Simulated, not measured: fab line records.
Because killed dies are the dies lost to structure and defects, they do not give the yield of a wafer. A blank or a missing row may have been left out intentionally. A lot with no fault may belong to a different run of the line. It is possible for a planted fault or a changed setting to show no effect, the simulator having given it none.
Which tool was responsible? + flow nand_harc + 12 lots with 36 wafers sampled at 6 steps, on a route of 1159 steps

## WHAT EACH GAUGE READ, for each wafer
NHARC_A_SGD_CUT_CD_MEAS_09: target cd 100 nm.
| lot  | measured     | on        | cd_nm (nm)        |
|------|--------------|-----------|-------------------|
| L076 | day 14 06:01 | cd_sem-01 | 99.5 100.0 100.3  |
| L074 | day 14 19:07 | cd_sem-01 | 99.9 100.5 100.1  |
| L079 | day 15 01:36 | cd_sem-02 | 100.1 100.5 100.4 |
| L082 | day 15 12:17 | cd_sem-03 | 100.0 99.9 100.2  |
| L083 | day 16 03:35 | cd_sem-02 | 100.7 100.3 100.2 |
| L084 | day 16 08:53 | cd_sem-03 | 100.2 100.7 100.4 |
| L087 | day 16 20:49 | cd_sem-02 | 99.7 99.0 99.7    |
| L089 | day 17 20:05 | cd_sem-02 | 99.6 100.1 98.5   |
| L092 | day 18 07:51 | cd_sem-02 | 99.6 99.6 100.0   |
| L093 | day 18 08:48 | cd_sem-01 | 100.1 99.4 99.7   |
| L096 | day 19 04:05 | cd_sem-01 | 99.8 100.0 100.2  |
| L097 | day 19 19:25 | cd_sem-02 | 99.9 100.3 99.4   |

## TOOL THAT RAN EACH LOT (tool first, then ch and the chambers of the sampled wafers, then the start)
| lot  | NHARC_A_STAIRCASE_ETCH_230                    | NHARC_A_STAIRCASE_DESCUM_252       | NHARC_A_STAIRCASE_DEP_259       | NHARC_A_STAIRCASE_ETCH_453                    | NHARC_A_STAIRCASE_ETCH_315                    |
|------|-----------------------------------------------|------------------------------------|---------------------------------|-----------------------------------------------|-----------------------------------------------|
| L076 | rie_diel-13 ch 0,1, day 11 22:31 or earlier   | rie_diel-03 ch 0,2,3, day 11 22:31 | pecvd-04 ch 0,1, day 12 01:24   | rie_diel-13 ch 2,3, day 14 06:01 or earlier   | rie_diel-13 ch 1,3, day 14 06:01 or earlier   |
| L074 | rie_diel-13 ch 0,2, day 12 01:35 or earlier   | rie_diel-13 ch 0,2, day 12 01:35   | pecvd-04 ch 0,2, day 12 05:54   | rie_diel-03 ch 0,2,3, day 14 19:07 or earlier | rie_diel-03 ch 0,2,3, day 14 19:07 or earlier |
| L079 | rie_diel-13 ch 1,2, day 12 09:26 or earlier   | rie_diel-13 ch 1,3, day 12 09:26   | pecvd-03 ch 0,1, day 12 13:54   | rie_diel-03 ch 0,2,3, day 15 01:36 or earlier | rie_diel-03 ch 0,2,3, day 15 01:36 or earlier |
| L082 | rie_diel-03 ch 1,3, day 12 20:34 or earlier   | rie_diel-06 ch 1,2, day 12 20:34   | pecvd-03 ch 1,2, day 13 02:38   | rie_diel-06 ch 1,2, day 15 12:17 or earlier   | rie_diel-06 ch 1,3, day 15 12:17 or earlier   |
| L083 | rie_diel-13 ch 0,1,3, day 13 16:55 or earlier | rie_diel-06 ch 0,1,3, day 13 16:55 | pecvd-04 ch 0,1,2, day 13 19:46 | rie_diel-03 ch 0,1,3, day 16 03:35 or earlier | rie_diel-03 ch 1,2,3, day 16 03:35 or earlier |
| L084 | rie_diel-06 ch 0,1,2, day 14 04:03 or earlier | rie_diel-13 ch 0,1,3, day 14 04:03 | pecvd-04 ch 0,1, day 14 06:54   | rie_diel-13 ch 0,1,3, day 16 08:53 or earlier | rie_diel-13 ch 0,1,2, day 16 08:53 or earlier |
| L087 | rie_diel-13 ch 0,3, day 14 09:32 or earlier   | rie_diel-06 ch 1,3, day 14 09:32   | pecvd-04 ch 0,1, day 14 14:03   | rie_diel-13 ch 2,3, day 16 20:49 or earlier   | rie_diel-13 ch 0,1,3, day 16 20:49 or earlier |
| L089 | rie_diel-06 ch 0,1,3, day 15 05:13 or earlier | rie_diel-03 ch 1,2, day 15 05:13   | pecvd-03 ch 0,2, day 15 08:58   | rie_diel-06 ch 0,3, day 17 20:05 or earlier   | rie_diel-06 ch 1,2,3, day 17 20:05 or earlier |
| L092 | rie_diel-13 ch 0,1,2, day 15 17:32 or earlier | rie_diel-13 ch 0,3, day 15 17:32   | pecvd-04 ch 0,2, day 15 22:21   | rie_diel-03 ch 1,2,3, day 18 07:51 or earlier | rie_diel-03 ch 0,2,3, day 18 07:51 or earlier |
| L093 | rie_diel-06 ch 1,2,3, day 16 00:41 or earlier | rie_diel-03 ch 0,1,2, day 16 00:41 | pecvd-02 ch 0,1,2, day 16 04:32 | rie_diel-13 ch 0,1,3, day 18 08:48 or earlier | rie_diel-13 ch 0,1,3, day 18 08:48 or earlier |
| L096 | rie_diel-13 ch 1,2,3, day 16 16:14 or earlier | rie_diel-13 ch 0,1, day 16 16:14   | pecvd-02 ch 0,1,2, day 16 22:32 | rie_diel-13 ch 1,2,3, day 19 04:05 or earlier | rie_diel-13 ch 0,2,3, day 19 04:05 or earlier |
| L097 | rie_diel-13 ch 2,3, day 17 06:04 or earlier   | rie_diel-03 ch 2,3, day 17 06:04   | pecvd-02 ch 1,2, day 17 11:38   | rie_diel-03 ch 0,3, day 19 19:25 or earlier   | rie_diel-03 ch 0,3, day 19 19:25 or earlier   |
- NHARC_A_STAIRCASE_ETCH_230: etches the open film in C4F8/O2, target depth 100 nm, time 40.5 s.
- NHARC_A_STAIRCASE_DESCUM_252: chemistry O2, time 3 s.
- NHARC_A_STAIRCASE_DEP_259: deposits SiON, target thk 30 nm.
- NHARC_A_STAIRCASE_ETCH_453: etches the open film in CF4/O2, target depth 30 nm, overetch 3 nm, time 16.5 s.
- NHARC_A_STAIRCASE_ETCH_315: etches the open film in C4F8/O2/Ar, target depth 2500 nm, time 607.1 s.

## THE ANSWER, worked out from the rows above alone
Rule: usual is defined by the lots themselves. Put in order of their means at a reading, lots are off if they are a third of the lots or fewer, leave a main group of 4 or more, and stand apart from it by a gap of 3 or more times the standard deviation of the main group's means; of several such gaps the widest counts. The tables above print the reading to a certain number of digits; a main group whose means all agree to those digits is not used. Also off: a lot with no number at a reading for which 4 or more lots have one. Any other lot the step has rows for is counted as sound.
Across all readings shown, no lot is off: no conclusion can be drawn from this.

## WHAT THE SIMULATOR HAD PUT IN
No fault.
